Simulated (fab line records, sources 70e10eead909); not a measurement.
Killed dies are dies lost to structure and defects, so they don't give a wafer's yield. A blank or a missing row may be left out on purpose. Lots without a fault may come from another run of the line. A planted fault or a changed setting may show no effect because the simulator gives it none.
Chamber matching | flow nand_harc | NHARC_A_CONTACT_DEP_58 on pecvd-02: 3 sister chambers
The step deposits SiON, target thk 90 nm. 16 wafers are shown with their chamber, then 8 later ones without.

WAFERS WITH THEIR CHAMBER
wafer  | chamber | heater_power_outer_w (W) | heater_power_w (W)
L074.2 | 2       | 548                      | 789
L074.3 | 1       | 434                      | 714
L074.6 | 2       | 537                      | 816
L078.1 | 1       | 468                      | 738
L078.2 | 0       | 465                      | 798
L078.4 | 0       | 467                      | 793
L081.1 | 1       | 441                      | 728
L081.3 | 2       | 470                      | 712
L081.5 | 1       | 448                      | 736
L080.3 | 0       | 387                      | 679
L080.5 | 2       | 571                      | 843
L080.6 | 1       | 464                      | 755
L085.3 | 0       | 482                      | 807
L085.4 | 2       | 498                      | 793
L085.5 | 1       | 379                      | 628
L092.1 | 2       | 548                      | 818

SIGNATURES (means of the wafers above)
reading              | chamber 0 | chamber 1 | chamber 2 | scatter within a chamber
heater_power_outer_w | 450.25    | 439.00    | 528.67    | 36.9
heater_power_w       | 769.25    | 716.50    | 795.17    | 49.2
Rule: a wafer's distance from a chamber is the root of the sum, over the readings, of the square of ((its reading less the chamber's mean) divided by the reading's scatter). The wafer belongs to the nearest chamber; if the next one is less than 2 further off, it can't be placed. The scatter: the root of (the sum of the squares of (reading less its chamber's mean) over the shown wafers, divided by (wafers less chambers)).

WAFERS WITHOUT THEIR CHAMBER
wafer  | heater_power_outer_w (W) | heater_power_w (W)
L092.2 | 442                      | 739
L092.5 | 437                      | 720
L090.1 | 565                      | 842
L090.2 | 439                      | 721
L090.3 | 455                      | 729
L094.2 | 440                      | 704
L094.4 | 421                      | 708
L094.5 | 484                      | 798

WHICH CHAMBER EACH WENT THROUGH
wafer  | from the rows above          | in truth
L092.2 | can't be placed: 1 or 0      | 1
L092.5 | can't be placed: 1 or 0      | 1
L090.1 | 2                            | 2
L090.2 | can't be placed: 1 or 0      | 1
L090.3 | can't be placed: 1 or 0 or 2 | 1
L094.2 | can't be placed: 1 or 0      | 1
L094.4 | can't be placed: 1 or 0      | 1
L094.5 | can't be placed: 0 or 2 or 1 | 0
Placed correctly: 1 of 8. Can't be placed from these rows: 7 (the true chamber is among the candidates in 7). Placed wrongly: 0.
